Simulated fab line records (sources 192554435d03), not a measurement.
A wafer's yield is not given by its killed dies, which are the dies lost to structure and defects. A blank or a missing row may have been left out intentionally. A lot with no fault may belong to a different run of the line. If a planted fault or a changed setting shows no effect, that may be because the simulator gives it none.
Which tool did it? ; flow n5_finfet ; route of 1938 steps, sampled at 1 step: 12 lots, 36 wafers

== WHAT EACH GAUGE READ, for each wafer ==
N5_BEOL_M10_CD_MEAS_11: target cd 64.1 nm.
lot;measured;on;cd_nm (nm)
L076;day 9 19:47;cd_sem-02;63.9 63.1 63.0
L077;day 10 07:56;cd_sem-03;64.1 63.5 63.6
L079;day 11 02:28;cd_sem-02;65.2 64.4 64.3
L081;day 11 21:28;cd_sem-02;62.7 64.2 64.2
L084;day 12 15:34;cd_sem-02;64.2 63.3 64.2
L086;day 13 01:13;cd_sem-01;64.5 64.1 64.8
L087;day 13 07:16;cd_sem-02;63.2 63.9 64.3
L089;day 13 15:41;cd_sem-02;63.2 64.6 63.5
L090;day 14 08:37;cd_sem-02;63.6 63.9 64.4
L093;day 15 05:19;cd_sem-02;63.8 63.4 64.4
L095;day 15 17:16;cd_sem-03;63.8 63.8 64.2
L097;day 16 12:12;cd_sem-02;64.1 64.1 64.5

== EACH LOT AND THE TOOL THAT RAN IT (in order: tool; ch and the chambers of the sampled wafers; start) ==
The record holds no process step before these readings.

== THE ANSWER, worked out from the rows above alone ==
Rule: the usual values come from the lots themselves. Put in order of their means at a reading, lots are off if they are a third of the lots or fewer, leave a main group of 4 or more, and stand apart from it by a gap of 3 or more times the standard deviation of the main group's means; of several such gaps the widest counts. If all means in a main group match to the digits the tables above print for the reading, that group is not used. A lot without any number at a reading at which 4 lots or more have one is off too. The other lots that the step has rows for count as sound.
No lot is off at any reading shown: from this, nothing can be told.

== WHAT HAD BEEN PUT IN BY THE SIMULATOR ==
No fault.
